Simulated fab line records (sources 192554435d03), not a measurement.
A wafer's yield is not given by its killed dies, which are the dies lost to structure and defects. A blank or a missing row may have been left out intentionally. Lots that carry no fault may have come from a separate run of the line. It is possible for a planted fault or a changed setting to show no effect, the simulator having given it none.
Which tool is to blame? ; flow n5_finfet ; 7 lots (21 wafers sampled), 1 step of a 1938-step route

## WHAT EACH GAUGE READ, for each wafer
N5_BEOL_M2_OVL_MEAS_12.
lot;measured;on;M2_OVL (nm)
L202;day 7 08:15;overlay-01;-0.1 0.7 0.8
L204;day 8 20:57;overlay-02;0.2 0.8 -0.2
L206;day 8 21:56;overlay-01;1.5 -0.1 1.0
L210;day 9 19:15;overlay-01;0.0 0.2 0.1
L214;day 11 01:34;overlay-01;0.8 -0.2 0.2
L216;day 11 19:26;overlay-02;-0.5 -0.8 0.4
L220;day 12 20:18;overlay-02;0.0 0.3 0.4

## WHICH TOOL RAN EACH LOT (tool, then ch and the chambers of the sampled wafers, then the start)
Before these readings, the record contains no process step.

## THE ANSWER, worked out from the rows above alone
Rule: what is usual is taken from the lots themselves. Put in order of their means at a reading, lots are off if they are a third of the lots or fewer, leave a main group of 4 or more, and stand apart from it by a gap of 3 or more times the standard deviation of the main group's means; of several such gaps the widest counts. If all means in a main group match to the digits the tables above print for the reading, that group is not used. Also off: a lot with no number at a reading for which 4 or more lots have one. All remaining lots with rows at the step are treated as sound.
Nothing can be told from this: no lot is off at any reading shown.

## WHAT HAD BEEN PUT IN BY THE SIMULATOR
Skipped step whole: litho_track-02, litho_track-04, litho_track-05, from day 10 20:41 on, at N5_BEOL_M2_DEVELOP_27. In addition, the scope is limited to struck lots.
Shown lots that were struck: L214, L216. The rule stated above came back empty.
